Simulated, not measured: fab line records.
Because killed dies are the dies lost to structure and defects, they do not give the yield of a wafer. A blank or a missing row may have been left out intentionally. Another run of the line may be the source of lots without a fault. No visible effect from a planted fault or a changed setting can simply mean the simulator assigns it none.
Commonality check across tools / flow nand_harc / 12 lots and 36 wafers in the sample

## REASON IT WAS OPENED
At NHARC_P_M2_INSPECT_11 the reading raw_defect_count is flagged on 2 of 12 lots. Fault-free wafers read 4.3, with a standard deviation of 2.5.
Rule: a lot gets a flag if all its wafers with a number sit over 4 standard deviations from that mean, or if no wafer of it has a number. As for the other lots, they are considered sound.

lot=L290; measured=day 6 04:28; on=defect_inspect-01; raw_defect_count, wafer by wafer=5 2 4; flag=
lot=L292; measured=day 6 14:52; on=defect_inspect-02; raw_defect_count, wafer by wafer=3 4 7; flag=
lot=L293; measured=day 7 00:44; on=defect_inspect-01; raw_defect_count, wafer by wafer=4 1 8; flag=
lot=L294; measured=day 7 08:32; on=defect_inspect-02; raw_defect_count, wafer by wafer=9 6 6; flag=
lot=L296; measured=day 7 22:40; on=defect_inspect-02; raw_defect_count, wafer by wafer=385 370 383; flag=FLAGGED
lot=L297; measured=day 7 23:49; on=defect_inspect-02; raw_defect_count, wafer by wafer=365 387 385; flag=FLAGGED
lot=L304; measured=day 9 16:27; on=defect_inspect-02; raw_defect_count, wafer by wafer=3 7 6; flag=
lot=L306; measured=day 10 04:01; on=defect_inspect-02; raw_defect_count, wafer by wafer=3 0 8; flag=
lot=L307; measured=day 10 04:47; on=defect_inspect-01; raw_defect_count, wafer by wafer=7 2 2; flag=
lot=L305; measured=day 10 05:22; on=defect_inspect-02; raw_defect_count, wafer by wafer=1 1 4; flag=
lot=L309; measured=day 10 15:06; on=defect_inspect-01; raw_defect_count, wafer by wafer=6 1 2; flag=
lot=L311; measured=day 11 11:10; on=defect_inspect-02; raw_defect_count, wafer by wafer=8 5 7; flag=
On average the flagged lots read 379.2, which is +374.9 against the usual, or +99 or more standard deviations.

## TOOL THAT RAN EACH LOT
3 process steps preceding the reading are held in the record, out of 1159 steps in the route. Each cell gives the tool, then ch followed by the chambers the sampled wafers passed through, then the start.
lot=L290; flag=; NHARC_P_M1_DEGAS_29=pvd_sputter-02, day 6 01:11; NHARC_P_M1_ANNEAL_31=rtp_anneal-02 ch 0, day 6 01:56; NHARC_P_M2_DEP_00=pecvd-04 ch 0,1, day 6 03:30
lot=L292; flag=; NHARC_P_M1_DEGAS_29=pvd_sputter-01, day 6 11:42; NHARC_P_M1_ANNEAL_31=rtp_anneal-01 ch 0, day 6 12:42; NHARC_P_M2_DEP_00=pecvd-04 ch 0,1, day 6 14:02
lot=L293; flag=; NHARC_P_M1_DEGAS_29=pvd_sputter-01, day 6 21:41; NHARC_P_M1_ANNEAL_31=rtp_anneal-02 ch 0, day 6 22:25; NHARC_P_M2_DEP_00=pecvd-03 ch 0,2, day 6 23:50
lot=L294; flag=; NHARC_P_M1_DEGAS_29=pvd_sputter-02, day 7 05:27; NHARC_P_M1_ANNEAL_31=rtp_anneal-01 ch 0, day 7 06:21; NHARC_P_M2_DEP_00=pecvd-02 ch 0,1,2, day 7 07:43
lot=L296; flag=FLAGGED; NHARC_P_M1_DEGAS_29=pvd_sputter-02, day 7 19:37; NHARC_P_M1_ANNEAL_31=rtp_anneal-01 ch 0, day 7 20:21; NHARC_P_M2_DEP_00=pecvd-04 ch 0,1,2, day 7 21:42
lot=L297; flag=FLAGGED; NHARC_P_M1_DEGAS_29=pvd_sputter-02, day 7 20:43; NHARC_P_M1_ANNEAL_31=rtp_anneal-01 ch 0, day 7 21:28; NHARC_P_M2_DEP_00=pecvd-04 ch 0,2, day 7 22:51
lot=L304; flag=; NHARC_P_M1_DEGAS_29=pvd_sputter-01, day 9 12:43; NHARC_P_M1_ANNEAL_31=rtp_anneal-01 ch 0, day 9 13:32; NHARC_P_M2_DEP_00=pecvd-03 ch 0,1, day 9 15:43
lot=L306; flag=; NHARC_P_M1_DEGAS_29=pvd_sputter-01, day 10 01:04; NHARC_P_M1_ANNEAL_31=rtp_anneal-02 ch 0, day 10 01:48; NHARC_P_M2_DEP_00=pecvd-02 ch 0,2, day 10 03:11
lot=L307; flag=; NHARC_P_M1_DEGAS_29=pvd_sputter-03, day 10 01:39; NHARC_P_M1_ANNEAL_31=rtp_anneal-01 ch 0, day 10 02:26; NHARC_P_M2_DEP_00=pecvd-03 ch 1,2, day 10 03:50
lot=L305; flag=; NHARC_P_M1_DEGAS_29=pvd_sputter-01, day 10 02:13; NHARC_P_M1_ANNEAL_31=rtp_anneal-02 ch 0, day 10 02:59; NHARC_P_M2_DEP_00=pecvd-03 ch 0,1,2, day 10 04:23
lot=L309; flag=; NHARC_P_M1_DEGAS_29=pvd_sputter-02, day 10 11:59; NHARC_P_M1_ANNEAL_31=rtp_anneal-01 ch 0, day 10 12:51; NHARC_P_M2_DEP_00=pecvd-02 ch 0,1,2, day 10 14:16
lot=L311; flag=; NHARC_P_M1_DEGAS_29=pvd_sputter-03, day 11 08:05; NHARC_P_M1_ANNEAL_31=rtp_anneal-01 ch 0, day 11 08:50; NHARC_P_M2_DEP_00=pecvd-02 ch 0,1,2, day 11 10:13
These steps, and what they do:
- NHARC_P_M1_DEGAS_29: time 60 s.
- NHARC_P_M1_ANNEAL_31: time 90 s.
- NHARC_P_M2_DEP_00: deposits SiOC, target thk 182.5 nm.
- NHARC_P_M2_INSPECT_11

## FLAGGED AGAINST TOTAL, ONE TOOL AT A TIME (gauges that did the reading follow at the end)
step=NHARC_P_M1_DEGAS_29; tool=pvd_sputter-01; lots run=5; flagged=0; share of the flagged lots=none; sound lots run after its first flagged lot=-
step=NHARC_P_M1_DEGAS_29; tool=pvd_sputter-02; lots run=5; flagged=2; share of the flagged lots=all; sound lots run after its first flagged lot=1 (L309)
step=NHARC_P_M1_DEGAS_29; tool=pvd_sputter-03; lots run=2; flagged=0; share of the flagged lots=none; sound lots run after its first flagged lot=-
step=NHARC_P_M1_ANNEAL_31; tool=rtp_anneal-01; lots run=8; flagged=2; share of the flagged lots=all; sound lots run after its first flagged lot=4 (L304,L307,L309,L311)
step=NHARC_P_M1_ANNEAL_31; tool=rtp_anneal-02; lots run=4; flagged=0; share of the flagged lots=none; sound lots run after its first flagged lot=-
step=NHARC_P_M2_DEP_00; tool=pecvd-02; lots run=4; flagged=0; share of the flagged lots=none; sound lots run after its first flagged lot=-
step=NHARC_P_M2_DEP_00; tool=pecvd-03; lots run=4; flagged=0; share of the flagged lots=none; sound lots run after its first flagged lot=-
step=NHARC_P_M2_DEP_00; tool=pecvd-04; lots run=4; flagged=2; share of the flagged lots=all; sound lots run after its first flagged lot=0
step=NHARC_P_M2_INSPECT_11; tool=defect_inspect-01; lots run=4; flagged=0; share of the flagged lots=none; sound lots run after its first flagged lot=-
step=NHARC_P_M2_INSPECT_11; tool=defect_inspect-02; lots run=8; flagged=2; share of the flagged lots=all; sound lots run after its first flagged lot=4 (L304,L306,L305,L311)

## WHAT THE TABLE PERMITS
4 rows of the table ran every flagged lot: pvd_sputter-02 at NHARC_P_M1_DEGAS_29, rtp_anneal-01 at NHARC_P_M1_ANNEAL_31, pecvd-04 at NHARC_P_M2_DEP_00, defect_inspect-02 at NHARC_P_M2_INSPECT_11.
- pvd_sputter-02 at NHARC_P_M1_DEGAS_29: 2 of its 5 lots flagged. After the first flagged lot (L309), sound lots still ran on it; a lasting fault on the whole tool would not permit that.
- rtp_anneal-01 at NHARC_P_M1_ANNEAL_31: 2 of its 8 lots flagged. After the first flagged lot (L304, L307, L309, L311), sound lots still ran on it; a lasting fault on the whole tool would not permit that.
- pecvd-04 at NHARC_P_M2_DEP_00: 2 of its 4 lots flagged. Its last sound lot is L292 (day 6 14:02), its first flagged lot L296 (day 7 21:42): a fault that began between those two fits.
- defect_inspect-02 at NHARC_P_M2_INSPECT_11: 2 of its 8 lots flagged. After the first flagged lot (L304, L306, L305, L311), sound lots still ran on it; a lasting fault on the whole tool would not permit that.
Left over: one tool, pecvd-04 at NHARC_P_M2_DEP_00.

## WHAT THE SIMULATOR HAD INSERTED
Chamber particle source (pecvd-04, NHARC_P_M2_DEP_00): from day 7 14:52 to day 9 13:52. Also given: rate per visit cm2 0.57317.
Struck lots among those shown: L296, L297. Same finding as the rule above.
